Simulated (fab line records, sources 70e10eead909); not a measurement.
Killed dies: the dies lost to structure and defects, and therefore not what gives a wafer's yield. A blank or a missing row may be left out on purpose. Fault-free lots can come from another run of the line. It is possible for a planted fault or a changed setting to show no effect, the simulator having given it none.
Which tool did it? / flow nand harc / 7 lots with 21 wafers sampled at 4 steps, on a route of 1159 steps

== WHAT THE GAUGES READ, wafer by wafer ==
NHARC_END_SORT_01.
lot=L928; measured=day 20 11:01; on=prober-01; killed at other=0 0 0
lot=L943; measured=day 24 03:41; on=prober-02; killed at other=0
lot=L944; measured=day 24 09:05; on=prober-02; killed at other=4 2 1

== EACH LOT AND THE TOOL THAT RAN IT (in order: tool; ch and the chambers of the sampled wafers; start) ==
lot=L927; NHARC_P_CONTACT_ETCH_18=rie diel-11 ch 1,2, day 6 11:49 or earlier; NHARC_P_CONTACT_PVD_32=pvd sputter-01, day 6 11:49; NHARC_P_CONTACT_CVD_23=cvd w-02 ch 0,1, no start
lot=L928; NHARC_P_CONTACT_ETCH_18=rie diel-11 ch 0,2,3, day 7 01:49 or earlier; NHARC_P_CONTACT_PVD_32=pvd sputter-01, day 7 01:49; NHARC_P_CONTACT_CVD_23=cvd w-02 ch 0,1, day 20 11:01 or earlier
lot=L931; NHARC_P_CONTACT_ETCH_18=rie diel-08 ch 2,3, day 7 15:27 or earlier; NHARC_P_CONTACT_PVD_32=pvd sputter-02, day 7 15:27; NHARC_P_CONTACT_CVD_23=cvd w-02 ch 0,1, no start
lot=L933; NHARC_P_CONTACT_ETCH_18=rie diel-08 ch 0,1,3, day 8 08:19 or earlier; NHARC_P_CONTACT_PVD_32=pvd sputter-02, day 8 08:19; NHARC_P_CONTACT_CVD_23=cvd w-02 ch 0,1, no start
lot=L943; NHARC_P_CONTACT_ETCH_18=rie diel-08 ch 0,1,2, day 10 07:31 or earlier; NHARC_P_CONTACT_PVD_32=pvd sputter-01, day 10 07:31; NHARC_P_CONTACT_CVD_23=cvd w-02 ch 0,1, day 24 03:41 or earlier
lot=L944; NHARC_P_CONTACT_ETCH_18=rie diel-11 ch 0,2,3, day 10 23:26 or earlier; NHARC_P_CONTACT_PVD_32=pvd sputter-02, day 10 23:26; NHARC_P_CONTACT_CVD_23=cvd w-02 ch 0,1, day 24 09:05 or earlier
lot=L946; NHARC_P_CONTACT_ETCH_18=rie diel-11 ch 0,1,3, day 11 14:50 or earlier; NHARC_P_CONTACT_PVD_32=pvd sputter-03, day 11 14:50; NHARC_P_CONTACT_CVD_23=cvd w-02 ch 0,1, no start
- NHARC_P_CONTACT_ETCH_18: etches the open film in C4F8/O2/Ar, target depth 481 nm, time 240.5 s.
- NHARC_P_CONTACT_PVD_32: deposits Ti, target thk 5 nm, time 17.7 s.
- NHARC_P_CONTACT_CVD_23: deposits W, target thk 200 nm, time 557 s.

== THE ANSWER, worked out from the rows above alone ==
Rule: what is usual is taken from the lots themselves. The widest of any qualifying gaps counts: lots, ordered by their means at a reading, are off when they make up no more than a third of the lots, leave a main group of 4 or more, and stand apart from it by 3 or more times the standard deviation of that group's means. If all means in a main group match to the digits the tables above print for the reading, that group is not used. Also off: a lot with no number at a reading for which 4 or more lots have one. The other lots that the step has rows for count as sound.
Nothing can be told from this: no lot is off at any reading shown.

== WHAT THE SIMULATOR HAD INSERTED ==
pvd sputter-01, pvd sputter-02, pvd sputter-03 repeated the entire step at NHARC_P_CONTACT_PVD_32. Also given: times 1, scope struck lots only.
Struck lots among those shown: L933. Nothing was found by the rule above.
